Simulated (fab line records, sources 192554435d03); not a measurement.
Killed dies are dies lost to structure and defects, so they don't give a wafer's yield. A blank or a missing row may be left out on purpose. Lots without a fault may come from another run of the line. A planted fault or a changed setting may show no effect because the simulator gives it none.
One fault seen from 2 desks | flow n5_finfet | each desk has only its own numbers; what lay behind them comes last

THE TOOL OWNER'S DESK: pecvd-02
The tool's own readings at N5_BEOL_M11_ILD_DEP_00 (deposits SiCOH lowk from DEMS/porogen, target thk 308.51 nm, time 58 s): means of the sampled wafers that have a number, for each lot that ran on this tool. A lot is out of limits, marked OUT, if its mean lies more than 4 standard deviations from the usual mean; the brackets give that distance.
Columns: A = heater_power_w at N5_BEOL_M11_ILD_DEP_00, usual 280 W; B = run_length_s at N5_BEOL_M11_ILD_DEP_00, usual 100.9 s; C = showerhead_plenum_p_Torr at N5_BEOL_M11_ILD_DEP_00, usual 5.738 Torr; D = susceptor_temp_C at N5_BEOL_M11_ILD_DEP_00, usual 299.99 C; E = throttle_valve_pct at N5_BEOL_M11_ILD_DEP_00, usual 13.7 %
lot  | first seen here | A   | B               | C     | D      | E
L981 | day 10 03:17    | 283 | 100.4           | 5.741 | 300.16 | 13.2
L986 | day 10 20:19    | 270 | 100.7           | 5.745 | 300.09 | 13.3
L987 | day 11 21:08    | 287 | 100.8           | 5.733 | 300.03 | 13.5
L990 | day 13 09:51    | 298 | 112.2 (+19) OUT | 5.736 | 300.12 | 13.2
This desk's finding: out of limits on L990; first on L990, day 13 09:51 (run_length_s at N5_BEOL_M11_ILD_DEP_00). In limits: L981, L986, L987.

THE METROLOGY DESK
What the gauges read, lot by lot, whatever tool the lot ran on: means of the sampled wafers that have a number. A lot is out of limits, marked OUT, if its mean lies more than 4 standard deviations from the usual mean; the brackets give that distance. Of its 13 readings 7 are shown: the one that was out of limits first, and those that lie furthest out on some lot.
Columns: A = DIBL_P at N5_BEOL_M4_RC_MEAS_101, usual 35.8 mV/V; B = IOFF_P at N5_BEOL_M4_RC_MEAS_101, usual 0.21 nA/um; C = SS_N at N5_BEOL_M4_RC_MEAS_101, usual 71.3 mV/dec; D = VT_N at N5_BEOL_M4_RC_MEAS_101, usual 250 mV; E = trench_depth_nm at N5_BEOL_M10_OCD_MEAS_38, usual 149.6 nm; F = M10_RS at N5_BEOL_M10_RS_MEAS_57, usual 0.150 ohm/sq; G = M11_ILD_THK at N5_BEOL_M11_THK_MEAS_01, usual 266 nm
lot  | first seen here | A    | B    | C    | D   | E     | F     | G
L981 | day 7 16:35     | 35.5 | 0.20 | 71.4 | 251 | 148.7 | 0.152 | 268
L983 | day 8 09:34     | 33.5 | 0.20 | 71.3 | 252 | 149.9 | 0.151 | 266
L986 | day 8 18:22     | 34.8 | 0.20 | 70.8 | 251 | 150.5 | 0.149 | 268
L987 | day 9 18:02     | 37.2 | 0.23 | 71.8 | 247 | 147.8 | 0.152 | 261
L990 | day 10 21:28    | 35.4 | 0.17 | 71.0 | 248 | 152.0 | 0.146 | 320 (+14) OUT
L999 | day 12 15:37    | 33.4 | 0.19 | 71.4 | 249 | 152.2 | 0.147 | 268
L100 | day 13 04:11    | 33.8 | 0.19 | 70.5 | 251 | 152.9 | 0.147 | 268
L102 | day 13 19:22    | 34.2 | 0.19 | 71.5 | 250 | 151.2 | 0.147 | 267
L103 | day 13 22:01    | 36.0 | 0.21 | 71.3 | 250 | 150.8 | 0.149 | 265
L104 | day 14 03:22    | 34.8 | 0.16 | 70.8 | 255 | 147.8 | 0.151 | 270
This desk's finding: out of limits on L990; first on L990, day 13 10:26 (M11_ILD_THK at N5_BEOL_M11_THK_MEAS_01). In limits: L981, L983, L986, L987, L999, L100, L102, L103, L104.

PUT TOGETHER
The tool owner's desk could have raised an alarm at day 13 09:51, on L990.
The metrology desk could have raised an alarm at day 13 10:26, on L990.
Of the lots named, all ran N5_BEOL_M11_ILD_DEP_00 on pecvd-02.

WHAT THE SIMULATOR HAD PUT IN
Process parameter drift: pecvd-02, from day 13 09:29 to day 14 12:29, at N5_BEOL_M11_ILD_DEP_00. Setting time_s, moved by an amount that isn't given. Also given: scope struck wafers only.
Lots struck among those shown: L990.
Hours from the fault's start to each desk's first reading out of limits: the tool owner's desk, 0; the metrology desk, 1.
